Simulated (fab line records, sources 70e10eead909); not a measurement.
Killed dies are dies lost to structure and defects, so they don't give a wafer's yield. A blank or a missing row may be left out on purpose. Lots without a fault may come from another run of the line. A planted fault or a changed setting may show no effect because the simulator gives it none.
fab line records | flow nand_harc
record lots=5 wafers=15 last_day=25
route steps=1159 shown A_ZERO_WELL@412 A_SOURCE_PLATE@413 A_ONON_D1@424 A_CHANNEL_HOLE_D1@450
lots that met no fault: from a run of the same line without faults
start_h: hours from the record's first day to the start of the lot's first wafer shown | wait_h: hours since the lot's step before | " the same as in the row above | L1.1+2: a row that stands for several wafers | - no value, or no start given | * or withheld: withheld | < > ~ a bound
route shown NAME@n: a module of which the file shows steps, and the number in the route of the first | usual: mean/standard deviation of fault-free wafers | same: alike in all rows | chamber/n: place in a boat | sites: the reading at each site | _std_site: their standard deviation | _edge_site: outer sites' mean less inner sites' | radius_mm: how far each site lies from the wafer's centre | mask NAME#n: copy n | behind: the tool/chamber that last shaped the wafer | hold: why the lot was held/for how many hours/how that ended | device: the transistor (n, p or np) that didn't switch | end of line: the same wafers' tests at the end of the route | a step without rows: its recipe alone | killed: dies lost to structure and defects at the first sort, not the wafer's yield | map: a wafer's dies, x killed, . not, _ none there
set.NAME: the setting as run; set.NAME@STEP: as run at that earlier step | model.NAME: the simulator's own value behind a step, which no gauge read
lots at some steps of the route; a table a step, a row a wafer
services: from which hour (start_h, from the record's first day; less than 0 if before it) a tool's chamber was out of use, for how many hours, and why
## steps
# step NHARC_A_ZERO_WELL_INSPECT_17
# usual raw_defect_count=10/6
# columns lot.wafer tool chamber start_h wait_h raw_defect_count
L074.2 defect_inspect-02 - 133.79 0.2 9
L074.3 " - " " 10
L074.6 " - " " 9
L075.2 defect_inspect-01 - 134.69 0.1 5
L075.4 " - " " 4
L075.5 " - " " 2
L078.2 defect_inspect-02 - 152.24 0.1 14
L078.5 " - " " 8
L078.6 " - " " 6
L086.2 defect_inspect-01 - 218.62 0.1 10
L086.3 " - " " 8
L086.5 " - " " 16
L097.1 defect_inspect-02 - 271.10 0.2 20
L097.4 " - " " 9
L097.6 " - " " 8
# step NHARC_A_SOURCE_PLATE_PRECLEAN_00
# recipe time_s=60 chemistry=HF-LAST
# columns lot.wafer tool chamber start_h wait_h
L074.3+6+2 wet_bench-05 0,2,3 133.85 0.0
L075.4+2+5 wet_bench-09 0,1,2 134.76 0.1
L078.2+5+6 wet_bench-06 4,0,1 152.29 0.0
L086.5+2+3 wet_bench-05 1,3,6 218.68 0.0
L097.6+1+4 wet_bench-05 3,4,7 271.15 0.1
# step NHARC_A_SOURCE_PLATE_SRD_01
# columns lot.wafer tool chamber start_h wait_h
L074.3+6+2 wet_bench-05 0,2,3 - -
L075.4+2+5 wet_bench-09 0,1,2 - -
L078.2+5+6 wet_bench-06 4,0,1 - -
L086.5+2+3 wet_bench-05 1,3,6 218.74 0.1
L097.6+1+4 wet_bench-05 3,4,7 - -
# step NHARC_A_SOURCE_PLATE_OXIDE_02
# recipe target_thk_a=100 temp_c=900 ox_time_s=1362 material=SiO2
# columns lot.wafer tool chamber start_h wait_h
L074.2+3+6 furnace-02 0 137.15 -
L075.2+4+5 furnace-02 0 137.15 -
L078.2+5+6 furnace-02 0 154.32 -
L086.2+3+5 furnace-02 0 222.02 3.3
L097.1+4+6 furnace-06 0 277.14 -
# step NHARC_A_SOURCE_PLATE_THK_MEAS_09
# recipe thk_meas_gauge=ellipsometry
# usual thk_nm=9.9/0.98
# columns lot.wafer tool chamber start_h wait_h thk_nm
L074.2 film_metro-02 - 141.11 0.4 10.9
L074.3 " - " " 9.9
L074.6 " - " " 8.4
L075.2 film_metro-01 - 141.11 0.4 8.9
L075.4 " - " " 9.8
L075.5 " - " " 11.5
L078.2 film_metro-02 - 158.39 0.4 11.5
L078.5 " - " " 10.5
L078.6 " - " " 10.2
L086.2 film_metro-02 - 226.16 0.4 9.4
L086.3 " - " " 9.8
L086.5 " - " " 10.9
L097.1 film_metro-02 - 281.17 0.4 9.2
L097.4 " - " " 10.0
L097.6 " - " " 10.6
# step NHARC_A_SOURCE_PLATE_PVD_04
# recipe target_thk_a=500 material=WSi2
# columns lot.wafer tool chamber start_h wait_h
L074.2+3+6 pvd_sputter-03 - 141.19 0.1
L075.2+4+5 pvd_sputter-01 - 141.20 0.1
L078.2+6+5 pvd_sputter-03 - 158.46 0.1
L086.2+3+5 pvd_sputter-01 - 226.22 0.1
L097.1+4+6 pvd_sputter-03 - 281.28 0.1
# step NHARC_A_SOURCE_PLATE_CVD_03
# recipe target_thk_a=2000 temp_c=620 pressure_mtorr=200 time_s=4000 material=poly-Si
# columns lot.wafer tool chamber start_h wait_h
L074.2+3+6 lpcvd_poly-03 0 143.68 -
L075.2+4+5 lpcvd_poly-03 0 143.68 -
L078.2+5+6 lpcvd_poly-03 0 160.96 -
L086.2+3+5 lpcvd_poly-03 0 228.73 -
L097.1+4+6 lpcvd_poly-03 0 283.76 -
# step NHARC_A_SOURCE_PLATE_ANNEAL_05
# recipe temp_c=850 time_s=1800
# columns lot.wafer tool chamber start_h wait_h
L074.2+3+6 furnace-04 0 149.98 3.2
L075.2+4+5 furnace-04 0 149.98 3.2
L078.2+5+6 furnace-04 0 169.97 5.9
L086.2+3+5 furnace-02 0 237.75 5.9
L097.1+4+6 furnace-02 0 290.39 3.5
# step NHARC_A_SOURCE_PLATE_THK_MEAS_06
# recipe thk_meas_gauge=ellipsometry
# usual thk_nm=199.0/2.4
# columns lot.wafer tool chamber start_h wait_h thk_nm
L075.2 film_metro-01 - 153.93 0.4 200.7
L075.4 " - " " 202.2
L075.5 " - " " 202.6
L074.2 film_metro-01 - 153.94 0.4 200.0
L074.3 " - " " 198.2
L074.6 " - " " 198.3
L078.2 film_metro-01 - 173.95 0.4 199.3
L078.5 " - " " 197.3
L078.6 " - " " 200.9
L086.2 film_metro-02 - 241.64 0.4 202.7
L086.3 " - " " 203.3
L086.5 " - " " 201.5
L097.1 film_metro-02 - 294.31 0.4 198.4
L097.4 " - " " 197.7
L097.6 " - " " 196.8
# step NHARC_A_SOURCE_PLATE_INSPECT_08
# usual raw_defect_count=60/28
# columns lot.wafer tool chamber start_h wait_h raw_defect_count
L075.2 defect_inspect-01 - 154.00 0.0 28
L075.4 " - " " 35
L075.5 " - " " 25
L074.2 defect_inspect-01 - 154.02 0.0 29
L074.3 " - " " 40
L074.6 " - " " 45
L078.2 defect_inspect-02 - 174.02 0.0 33
L078.5 " - " " 31
L078.6 " - " " 28
L086.2 defect_inspect-01 - 241.70 0.0 42
L086.3 " - " " 35
L086.5 " - " " 70
L097.1 defect_inspect-02 - 294.37 0.0 128
L097.4 " - " " 120
L097.6 " - " " 145
# step NHARC_A_ONON_D1_DEP_00
# recipe target_thk_a=10000 n2_flow_sccm=2750 n2o_flow_sccm=2000 nh3_flow_sccm=500 sih4_flow_sccm=210 temp_c=400
# columns lot.wafer tool chamber start_h wait_h
L075.2+4+5 pecvd_onon-02 0 154.12 0.1
L074.2+3+6 pecvd_onon-01 0 154.47 0.5
L078.2+5+6 pecvd_onon-01 0 174.14 0.1
L086.2+3+5 pecvd_onon-03 0 241.82 0.1
L097.1+4+6 pecvd_onon-03 0 294.44 0.1
# step NHARC_A_ONON_D1_THK_MEAS_02
# recipe thk_meas_gauge=ellipsometry
# usual thk_nm=999/9.9
# columns lot.wafer tool chamber start_h wait_h thk_nm
L075.2 film_metro-01 - 154.60 - 996
L075.4 " - " " 997
L075.5 " - " " 997
L074.2 film_metro-01 - 154.93 - 1007
L074.3 " - " " 1010
L074.6 " - " " 1005
L078.2 film_metro-02 - 174.59 - 992
L078.5 " - " " 991
L078.6 " - " " 992
L086.2 film_metro-02 - 242.27 - 1016
L086.3 " - " " 1016
L086.5 " - " " 1015
L097.1 film_metro-02 - 294.95 - 993
L097.4 " - " " 994
L097.6 " - " " 994
# step NHARC_A_ONON_D1_DEP_03
# recipe target_thk_a=10000 n2_flow_sccm=2750 n2o_flow_sccm=2000 nh3_flow_sccm=500 sih4_flow_sccm=210 temp_c=400
# columns lot.wafer tool chamber start_h wait_h
L075.2+4+5 pecvd_onon-01 0 154.83 0.2
L074.2+3+6 pecvd_onon-02 0 155.05 0.1
L078.2+5+6 pecvd_onon-01 0 174.71 0.1
L086.2+3+5 pecvd_onon-03 0 242.39 0.1
L097.1+4+6 pecvd_onon-01 0 295.00 0.1
# step NHARC_A_ONON_D1_THK_MEAS_05
# recipe thk_meas_gauge=ellipsometry
# usual thk_nm=1000/7.7
# columns lot.wafer tool chamber start_h wait_h thk_nm
L075.2 film_metro-02 - 155.28 - 983
L075.4 " - " " 981
L075.5 " - " " 981
L074.2 film_metro-01 - 155.50 - 1010
L074.3 " - " " 1015
L074.6 " - " " 1013
L078.2 film_metro-01 - 175.16 - 1003
L078.5 " - " " 1002
L078.6 " - " " 1002
L086.2 film_metro-01 - 242.84 - 997
L086.3 " - " " 995
L086.5 " - " " 996
L097.1 film_metro-02 - 295.51 - 998
L097.4 " - " " 1000
L097.6 " - " " 998
# step NHARC_A_ONON_D1_DEP_06
# recipe target_thk_a=10000 n2_flow_sccm=2750 n2o_flow_sccm=2000 nh3_flow_sccm=500 sih4_flow_sccm=210 temp_c=400
# columns lot.wafer tool chamber start_h wait_h
L075.2+4+5 pecvd_onon-02 0 155.40 0.1
L074.2+3+6 pecvd_onon-01 0 155.61 0.1
L078.2+5+6 pecvd_onon-01 0 175.28 0.1
L086.2+3+5 pecvd_onon-03 0 242.95 0.1
L097.1+4+6 pecvd_onon-03 0 295.57 0.1
# step NHARC_A_ONON_D1_THK_MEAS_08
# recipe thk_meas_gauge=ellipsometry
# usual thk_nm=1005/10
# columns lot.wafer tool chamber start_h wait_h thk_nm
L075.2 film_metro-01 - 155.86 - 1009
L075.4 " - " " 1009
L075.5 " - " " 1008
L074.2 film_metro-01 - 156.06 - 1022
L074.3 " - " " 1024
L074.6 " - " " 1022
L078.2 film_metro-02 - 175.73 - 1027
L078.5 " - " " 1025
L078.6 " - " " 1026
L086.2 film_metro-02 - 243.41 - 998
L086.3 " - " " 997
L086.5 " - " " 995
L097.1 film_metro-02 - 296.08 - 1010
L097.4 " - " " 1014
L097.6 " - " " 1011
# step NHARC_A_ONON_D1_DEP_09
# recipe target_thk_a=10000 n2_flow_sccm=2750 n2o_flow_sccm=2000 nh3_flow_sccm=500 sih4_flow_sccm=210 temp_c=400
# columns lot.wafer tool chamber start_h wait_h
L075.2+4+5 pecvd_onon-01 0 155.97 0.1
L074.2+3+6 pecvd_onon-02 0 156.18 0.1
L078.2+5+6 pecvd_onon-01 0 175.84 0.1
L086.2+3+5 pecvd_onon-03 0 243.52 0.1
L097.1+4+6 pecvd_onon-01 0 296.14 0.1
# step NHARC_A_ONON_D1_THK_MEAS_11
# recipe thk_meas_gauge=ellipsometry
# usual thk_nm=1004/12
# columns lot.wafer tool chamber start_h wait_h thk_nm
L075.2 film_metro-02 - 156.41 - 975
L075.4 " - " " 976
L075.5 " - " " 976
L074.2 film_metro-02 - 156.63 - 1016
L074.3 " - " " 1014
L074.6 " - " " 1014
L078.2 film_metro-02 - 176.30 - 1012
L078.5 " - " " 1011
L078.6 " - " " 1012
L086.2 film_metro-01 - 243.97 - 991
L086.3 " - " " 993
L086.5 " - " " 991
L097.1 film_metro-01 - 296.65 - 1007
L097.4 " - " " 1008
L097.6 " - " " 1010
# step NHARC_A_ONON_D1_DEP_12
# recipe target_thk_a=10000 n2_flow_sccm=2750 n2o_flow_sccm=2000 nh3_flow_sccm=500 sih4_flow_sccm=210 temp_c=400
# columns lot.wafer tool chamber start_h wait_h
L075.2+4+5 pecvd_onon-02 0 156.53 0.1
L074.2+3+6 pecvd_onon-01 0 156.75 0.1
L078.2+5+6 pecvd_onon-01 0 176.41 0.1
L086.2+3+5 pecvd_onon-03 0 244.08 0.1
L097.1+4+6 pecvd_onon-03 0 296.70 0.1
# step NHARC_A_ONON_D1_THK_MEAS_14
# recipe thk_meas_gauge=ellipsometry
# usual thk_nm=996/7.8
# columns lot.wafer tool chamber start_h wait_h thk_nm
L075.2 film_metro-01 - 156.99 - 995
L075.4 " - " " 996
L075.5 " - " " 997
L074.2 film_metro-02 - 157.20 - 999
L074.3 " - " " 999
L074.6 " - " " 999
L078.2 film_metro-02 - 176.86 - 1009
L078.5 " - " " 1011
L078.6 " - " " 1010
L086.2 film_metro-01 - 244.53 - 990
L086.3 " - " " 992
L086.5 " - " " 991
L097.1 film_metro-01 - 297.21 - 1000
L097.4 " - " " 1000
L097.6 " - " " 999
# step NHARC_A_ONON_D1_ANNEAL_15
# recipe temp_c=750 time_s=3600
# columns lot.wafer tool chamber start_h wait_h
L074.2+3+6 furnace-03 0 159.57 2.4
L075.2+4+5 furnace-03 0 159.57 2.6
L078.2+5+6 furnace-03 0 179.56 2.7
L086.2+3+5 furnace-03 0 249.17 4.6
L097.1+4+6 furnace-08 0 303.79 6.6
# step NHARC_A_ONON_D1_DEP_16
# recipe target_thk_a=10000 n2_flow_sccm=2750 n2o_flow_sccm=2000 nh3_flow_sccm=500 sih4_flow_sccm=210 temp_c=400
# columns lot.wafer tool chamber start_h wait_h
L075.2+4+5 pecvd_onon-01 0 163.50 0.1
L074.2+3+6 pecvd_onon-02 0 163.85 0.5
L078.2+5+6 pecvd_onon-03 0 183.55 0.1
L086.2+3+5 pecvd_onon-01 0 253.20 0.1
L097.1+4+6 pecvd_onon-02 0 307.74 0.1
# step NHARC_A_ONON_D1_THK_MEAS_18
# recipe thk_meas_gauge=ellipsometry
# usual thk_nm=1001/7.8
# columns lot.wafer tool chamber start_h wait_h thk_nm
L075.2 film_metro-01 - 163.95 - 999
L075.4 " - " " 999
L075.5 " - " " 997
L074.2 film_metro-02 - 164.30 - 996
L074.3 " - " " 996
L074.6 " - " " 997
L078.2 film_metro-02 - 184.00 - 1013
L078.5 " - " " 1013
L078.6 " - " " 1014
L086.2 film_metro-02 - 253.65 - 1003
L086.3 " - " " 1003
L086.5 " - " " 1004
L097.1 film_metro-02 - 308.25 - 994
L097.4 " - " " 994
L097.6 " - " " 995
# step NHARC_A_ONON_D1_DEP_19
# recipe target_thk_a=10000 n2_flow_sccm=2750 n2o_flow_sccm=2000 nh3_flow_sccm=500 sih4_flow_sccm=210 temp_c=400
# columns lot.wafer tool chamber start_h wait_h
L075.2+4+5 pecvd_onon-02 0 164.20 0.2
L074.2+3+6 pecvd_onon-01 0 164.42 0.1
L078.2+5+6 pecvd_onon-03 0 184.11 0.1
L086.2+3+5 pecvd_onon-01 0 253.77 0.1
L097.1+4+6 pecvd_onon-01 0 308.31 0.1
# step NHARC_A_ONON_D1_THK_MEAS_21
# recipe thk_meas_gauge=ellipsometry
# usual thk_nm=995/10
# columns lot.wafer tool chamber start_h wait_h thk_nm
L075.2 film_metro-02 - 164.65 - 985
L075.4 " - " " 985
L075.5 " - " " 985
L074.2 film_metro-01 - 164.87 - 997
L074.3 " - " " 996
L074.6 " - " " 996
L078.2 film_metro-02 - 184.57 - 981
L078.5 " - " " 980
L078.6 " - " " 981
L086.2 film_metro-02 - 254.22 - 984
L086.3 " - " " 984
L086.5 " - " " 982
L097.1 film_metro-02 - 308.82 - 1009
L097.4 " - " " 1011
L097.6 " - " " 1012
# step NHARC_A_ONON_D1_DEP_22
# recipe target_thk_a=10000 n2_flow_sccm=2750 n2o_flow_sccm=2000 nh3_flow_sccm=500 sih4_flow_sccm=210 temp_c=400
# columns lot.wafer tool chamber start_h wait_h
L075.2+4+5 pecvd_onon-01 0 164.77 0.1
L074.2+3+6 pecvd_onon-02 0 164.98 0.1
L078.2+5+6 pecvd_onon-02 0 184.94 0.4
L086.2+3+5 pecvd_onon-01 0 254.34 0.1
L097.1+4+6 pecvd_onon-03 0 308.87 0.1
# step NHARC_A_ONON_D1_THK_MEAS_24
# recipe thk_meas_gauge=ellipsometry
# usual thk_nm=1002/9.4
# columns lot.wafer tool chamber start_h wait_h thk_nm
L075.2 film_metro-02 - 165.22 - 998
L075.4 " - " " 999
L075.5 " - " " 1000
L074.2 film_metro-02 - 165.43 - 1015
L074.3 " - " " 1015
L074.6 " - " " 1014
L078.2 film_metro-02 - 185.39 - 1003
L078.5 " - " " 1002
L078.6 " - " " 1003
L086.2 film_metro-01 - 254.79 - 1004
L086.3 " - " " 1005
L086.5 " - " " 1004
L097.1 film_metro-02 - 309.39 - 997
L097.4 " - " " 995
L097.6 " - " " 998
# step NHARC_A_ONON_D1_DEP_25
# recipe target_thk_a=10000 n2_flow_sccm=2750 n2o_flow_sccm=2000 nh3_flow_sccm=500 sih4_flow_sccm=210 temp_c=400
# columns lot.wafer tool chamber start_h wait_h
L075.2+4+5 pecvd_onon-02 0 165.33 0.1
L074.2+3+6 pecvd_onon-01 0 165.55 0.1
L078.2+5+6 pecvd_onon-01 0 185.50 0.1
L086.2+3+5 pecvd_onon-01 0 254.91 0.1
L097.1+4+6 pecvd_onon-03 0 309.44 0.1
# step NHARC_A_ONON_D1_THK_MEAS_27
# recipe thk_meas_gauge=ellipsometry
# usual thk_nm=999/11
# columns lot.wafer tool chamber start_h wait_h thk_nm
L075.2 film_metro-01 - 165.78 - 988
L075.4 " - " " 987
L075.5 " - " " 986
L074.2 film_metro-01 - 166.01 - 986
L074.3 " - " " 985
L074.6 " - " " 986
L078.2 film_metro-01 - 185.96 - 1006
L078.5 " - " " 1006
L078.6 " - " " 1007
L086.2 film_metro-01 - 255.36 - 987
L086.3 " - " " 987
L086.5 " - " " 988
L097.1 film_metro-02 - 309.96 - 998
L097.4 " - " " 998
L097.6 " - " " 999
# step NHARC_A_ONON_D1_DEP_28
# recipe target_thk_a=10000 n2_flow_sccm=2750 n2o_flow_sccm=2000 nh3_flow_sccm=500 sih4_flow_sccm=210 temp_c=400
# columns lot.wafer tool chamber start_h wait_h
L075.2+4+5 pecvd_onon-01 0 165.91 0.1
L074.2+3+6 pecvd_onon-03 0 166.13 0.1
L078.2+5+6 pecvd_onon-02 0 186.07 0.1
L086.2+3+5 pecvd_onon-01 0 255.47 0.1
L097.1+4+6 pecvd_onon-03 0 310.01 0.1
# step NHARC_A_ONON_D1_THK_MEAS_30
# recipe thk_meas_gauge=ellipsometry
# usual thk_nm=998/10
# columns lot.wafer tool chamber start_h wait_h thk_nm
L075.2 film_metro-01 - 166.36 - 1009
L075.4 " - " " 1010
L075.5 " - " " 1011
L074.2 film_metro-02 - 166.61 - 994
L074.3 " - " " 996
L074.6 " - " " 996
L078.2 film_metro-01 - 186.53 - 1002
L078.5 " - " " 1003
L078.6 " - " " 1005
L086.2 film_metro-02 - 255.92 - 1000
L086.3 " - " " 1000
L086.5 " - " " 1000
L097.1 film_metro-02 - 310.53 - 987
L097.4 " - " " 987
L097.6 " - " " 986
# step NHARC_A_ONON_D1_DEP_33
# recipe target_thk_a=2000 temp_c=400 pressure_torr=6.5 rf_w=900 teos_flow_sccm=161.4 flow_sccm=2650 target_thk_nm=200 gas=O2 material=SiO2
# usual heater_power_outer_w=315/56 heater_power_w=564/66 throttle_valve_pct=15.9/0.65
# columns lot.wafer tool chamber start_h wait_h heater_power_outer_w heater_power_w throttle_valve_pct
L075.2 pecvd-03 1 166.67 0.3 318 588 16.2
L075.4 " 2 " " 280 566 16.2
L075.5 " 0 " " 326 622 15.3
L074.3 pecvd-02 2 166.68 0.1 367 634 15.6
L074.2 " 0 " " 387 629 15.2
L074.6 " 2 " " 368 639 15.7
L078.2 pecvd-01 2 186.58 0.1 294 590 15.5
L078.6 " 2 " " 310 591 15.5
L078.5 " 0 " " 211 419 17.6
L086.3 pecvd-01 1 256.03 0.1 303 587 15.3
L086.2 " 2 " " 326 602 15.5
L086.5 " 2 " " 320 618 15.3
L097.1 pecvd-02 0 310.63 0.1 339 568 15.3
L097.6 " 2 " " 339 593 16.3
L097.4 " 1 " " 374 586 15.6
# step NHARC_A_ONON_D1_THK_MEAS_34
# recipe thk_meas_gauge=ellipsometry
# usual thk_nm=199.9/2.8
# columns lot.wafer tool chamber start_h wait_h thk_nm
L075.2 film_metro-02 - 167.09 - 198.3
L075.4 " - " " 203.5
L075.5 " - " " 203.7
L074.2 film_metro-02 - 167.10 - 194.9
L074.3 " - " " 202.8
L074.6 " - " " 201.7
L078.2 film_metro-01 - 187.00 - 193.9
L078.5 " - " " 200.0
L078.6 " - " " 202.2
L086.2 film_metro-01 - 256.40 - 195.1
L086.3 " - " " 197.3
L086.5 " - " " 197.9
L097.1 film_metro-02 - 311.00 - 198.2
L097.4 " - " " 202.4
L097.6 " - " " 202.9
# step NHARC_A_ONON_D1_INSPECT_32
# usual raw_defect_count=74/28
# columns lot.wafer tool chamber start_h wait_h raw_defect_count
L074.2 defect_inspect-02 - 167.16 0.0 49
L074.3 " - " " 50
L074.6 " - " " 61
L075.2 defect_inspect-01 - 167.19 0.1 40
L075.4 " - " " 52
L075.5 " - " " 40
L078.2 defect_inspect-01 - 187.06 0.0 71
L078.5 " - " " 60
L078.6 " - " " 52
L086.2 defect_inspect-01 - 256.48 0.0 57
L086.3 " - " " 46
L086.5 " - " " 84
L097.1 defect_inspect-01 - 311.06 0.0 142
L097.4 " - " " 149
L097.6 " - " " 158
# step NHARC_A_CHANNEL_HOLE_D1_DEP_00
# recipe target_thk_a=31000 temp_c=400 material=aC
# usual throttle_valve_pct=35.000/0.0099
# columns lot.wafer tool chamber start_h wait_h throttle_valve_pct
L074.2 acl_dep-01 0 169.79 2.6 35.013
L074.3 " 0 " " 35.011
L074.6 " 0 " " 35.002
L075.2 acl_dep-03 0 170.26 3.1 35.000
L075.4 " 0 " " 34.991
L075.5 " 0 " " 35.006
L078.2 acl_dep-02 0 187.45 0.4 34.997
L078.5 " 0 " " 35.008
L078.6 " 0 " " 34.989
L086.2 acl_dep-02 0 256.86 0.4 34.996
L086.3 " 0 " " 34.977
L086.5 " 0 " " 34.996
L097.1 acl_dep-03 0 311.94 0.9 35.004
L097.4 " 0 " " 35.007
L097.6 " 0 " " 34.997
# step NHARC_A_CHANNEL_HOLE_D1_DEP_01
# recipe target_thk_a=1400 target_thk_nm=140 temp_c=400 pressure_torr=3.5 flow_sccm=200 rf_w=350 material=SiON
# usual heater_power_outer_w=462/50 heater_power_w=749/63
# columns lot.wafer tool chamber start_h wait_h heater_power_outer_w heater_power_w
L074.2 pecvd-01 1 171.43 1.3 478 797
L074.3 " 1 " " 465 809
L074.6 " 1 " " 463 826
L075.2 pecvd-01 0 171.91 1.3 409 690
L075.4 " 1 " " 462 778
L075.5 " 0 " " 422 677
L078.2 pecvd-01 0 189.06 1.3 371 627
L078.5 " 0 " " 381 651
L078.6 " 1 " " 450 759
L086.3 pecvd-04 2 258.46 1.0 436 660
L086.2 " 0 " " 450 783
L086.5 " 2 " " 428 663
L097.1 pecvd-01 0 313.85 1.6 360 621
L097.4 " 0 " " 361 632
L097.6 " 1 " " 410 710
# step NHARC_A_CHANNEL_HOLE_D1_DEHYDRATE_02
# recipe temp_c=150 time_s=120
# usual chill_plate_temp_C=23.02/0.097
# columns lot.wafer tool chamber start_h wait_h chill_plate_temp_C
L074.2 litho_track-06 0 171.79 0.3 23.06
L074.3 " 0 " " 22.97
L074.6 " 0 " " 23.08
L075.2 litho_track-04 0 172.23 0.3 23.13
L075.4 " 0 " " 22.81
L075.5 " 0 " " 22.93
L078.2 litho_track-01 0 189.33 0.2 23.17
L078.5 " 0 " " 23.13
L078.6 " 0 " " 23.25
L086.2 litho_track-04 0 258.73 0.2 22.94
L086.3 " 0 " " 23.10
L086.5 " 0 " " 23.01
L097.1 litho_track-06 0 314.12 0.2 23.02
L097.4 " 0 " " 23.13
L097.6 " 0 " " 23.02
# step NHARC_A_CHANNEL_HOLE_D1_HMDS_03
# recipe time_s=30
# usual chill_plate_temp_C=23.01/0.09
# columns lot.wafer tool chamber start_h wait_h chill_plate_temp_C
L074.2 litho_track-06 0 - - 22.99
L074.3 " 0 " " 22.89
L074.6 " 0 " " 22.94
L075.2 litho_track-04 0 - - 22.92
L075.4 " 0 " " 22.95
L075.5 " 0 " " 22.95
L078.2 litho_track-01 0 - - 23.07
L078.5 " 0 " " 22.96
L078.6 " 0 " " 23.04
L086.2 litho_track-04 0 - - 23.06
L086.3 " 0 " " 23.05
L086.5 " 0 " " 23.03
L097.1 litho_track-06 0 - - 23.14
L097.4 " 0 " " 23.00
L097.6 " 0 " " 23.06
# step NHARC_A_CHANNEL_HOLE_D1_COAT_36
# recipe temp_c=260 time_s=75
# usual chill_plate_temp_C=23.02/0.1
# columns lot.wafer tool chamber start_h wait_h chill_plate_temp_C
L074.2 litho_track-06 0 - - 23.04
L074.3 " 0 " " 23.02
L074.6 " 0 " " 23.10
L075.2 litho_track-04 0 - - 22.99
L075.4 " 0 " " 22.67
L075.5 " 0 " " 22.88
L078.2 litho_track-01 0 - - 22.95
L078.5 " 0 " " 22.95
L078.6 " 0 " " 22.79
L086.2 litho_track-04 0 - - 22.88
L086.3 " 0 " " 22.97
L086.5 " 0 " " 22.90
L097.1 litho_track-06 0 - - 23.03
L097.4 " 0 " " 23.13
L097.6 " 0 " " 23.07
# step NHARC_A_CHANNEL_HOLE_D1_COAT_37
# recipe temp_c=225 time_s=65
# usual chill_plate_temp_C=23.00/0.094
# columns lot.wafer tool chamber start_h wait_h chill_plate_temp_C
L074.2 litho_track-06 0 - - 22.87
L074.3 " 0 " " 22.96
L074.6 " 0 " " 23.08
L075.2 litho_track-04 0 - - 22.99
L075.4 " 0 " " 22.83
L075.5 " 0 " " 22.99
L078.2 litho_track-01 0 - - 23.10
L078.5 " 0 " " 23.14
L078.6 " 0 " " 23.09
L086.2 litho_track-04 0 - - 23.05
L086.3 " 0 " " 23.04
L086.5 " 0 " " 22.85
L097.1 litho_track-06 0 - - 23.10
L097.4 " 0 " " 22.89
L097.6 " 0 " " 23.09
# step NHARC_A_CHANNEL_HOLE_D1_COAT_04
# recipe spin_rpm=1500 resist_thk_nm=90
# usual chill_plate_temp_C=23.01/0.1
# columns lot.wafer tool chamber start_h wait_h chill_plate_temp_C
L074.2 litho_track-06 0 - - 23.14
L074.3 " 0 " " 23.08
L074.6 " 0 " " 23.21
L075.2 litho_track-04 0 - - 23.08
L075.4 " 0 " " 23.00
L075.5 " 0 " " 23.02
L078.2 litho_track-01 0 - - 23.09
L078.5 " 0 " " 23.00
L078.6 " 0 " " 23.02
L086.2 litho_track-04 0 - - 23.10
L086.3 " 0 " " 23.02
L086.5 " 0 " " 22.97
L097.1 litho_track-06 0 - - 22.79
L097.4 " 0 " " 23.00
L097.6 " 0 " " 22.94
# step NHARC_A_CHANNEL_HOLE_D1_SOFTBAKE_05
# recipe temp_c=105 time_s=55
# usual chill_plate_temp_C=23.01/0.11
# columns lot.wafer tool chamber start_h wait_h chill_plate_temp_C
L074.2 litho_track-06 0 - - 23.01
L074.3 " 0 " " 22.91
L074.6 " 0 " " 22.83
L075.2 litho_track-04 0 - - 23.08
L075.4 " 0 " " 23.15
L075.5 " 0 " " 23.08
L078.2 litho_track-01 0 - - 23.03
L078.5 " 0 " " 22.96
L078.6 " 0 " " 22.91
L086.2 litho_track-04 0 - - 22.90
L086.3 " 0 " " 22.88
L086.5 " 0 " " 22.74
L097.1 litho_track-06 0 - - 23.05
L097.4 " 0 " " 23.06
L097.6 " 0 " " 22.98
# step NHARC_A_CHANNEL_HOLE_D1_EBR_06
# usual chill_plate_temp_C=23.00/0.1
# columns lot.wafer tool chamber start_h wait_h chill_plate_temp_C
L074.2 litho_track-06 0 - - 23.00
L074.3 " 0 " " 22.92
L074.6 " 0 " " 23.12
L075.2 litho_track-04 0 - - 23.04
L075.4 " 0 " " 23.01
L075.5 " 0 " " 22.97
L078.2 litho_track-01 0 - - 22.96
L078.5 " 0 " " 22.93
L078.6 " 0 " " 23.03
L086.2 litho_track-04 0 - - 23.00
L086.3 " 0 " " 22.95
L086.5 " 0 " " 22.85
L097.1 litho_track-06 0 - - 22.86
L097.4 " 0 " " 22.93
L097.6 " 0 " " 23.06
# step NHARC_A_CHANNEL_HOLE_D1_EXPOSE_07
# recipe na=1.35 target_cd_nm=100 sigma_outer=0.3 dose_mj=59.65 mask_id=HOLE_D1
# usual stage_vel_mm_s=500.03/0.26
# same sigma_outer=0.3
# columns lot.wafer tool chamber start_h wait_h mask stage_vel_mm_s
L074.2 arfi_scanner-01 0 171.98 - HOLE_D1#0 500.30
L074.3 " 0 " " HOLE_D1#0 500.12
L074.6 " 0 " " HOLE_D1#0 500.74
L075.2 arfi_scanner-02 0 172.55 - HOLE_D1#0 499.92
L075.4 " 0 " " HOLE_D1#0 499.61
L075.5 " 0 " " HOLE_D1#0 499.71
L078.2 arfi_scanner-03 0 189.64 - HOLE_D1#0 500.60
L078.5 " 0 " " HOLE_D1#0 500.57
L078.6 " 0 " " HOLE_D1#0 500.68
L086.2 arfi_scanner-03 0 258.92 - HOLE_D1#0 500.21
L086.3 " 0 " " HOLE_D1#0 499.74
L086.5 " 0 " " HOLE_D1#0 500.16
L097.1 arfi_scanner-02 0 314.43 - HOLE_D1#0 500.02
L097.4 " 0 " " HOLE_D1#0 500.03
L097.6 " 0 " " HOLE_D1#0 499.95
## services
# columns tool chamber start_h hours kind
pecvd_onon-02 - 111.00 13.0 pm
furnace-02 - 111.04 26.0 pm
wet_bench-09 - 112.80 8.0 pm
pecvd-01 - 116.58 0.5 repair
litho_track-06 - 117.00 7.0 pm
arfi_scanner-02 - 120.95 2.5 repair
wet_bench-06 - 129.60 8.0 pm
arfi_scanner-03 - 130.27 1.2 repair
arfi_scanner-03 - 140.02 4.0 pm
litho_track-04 - 141.00 7.0 pm
wet_bench-06 - 148.79 1.9 repair
pecvd_onon-03 - 153.00 13.0 pm
pecvd-02 - 153.27 13.0 pm
pvd_sputter-01 - 160.94 10.0 pm
pecvd-01 2 162.74 15.2 repair
pecvd_onon-01 - 195.00 13.0 pm
wet_bench-05 - 196.80 8.0 pm
pecvd-01 - 237.35 13.0 pm
pecvd-01 1 259.88 12.2 repair
litho_track-01 - 268.00 7.0 pm
pvd_sputter-03 - 277.34 1.6 repair
pvd_sputter-03 - 285.02 10.0 pm
litho_track-06 - 292.00 7.0 pm
pecvd_onon-02 - 292.00 13.0 pm
## key
fault none
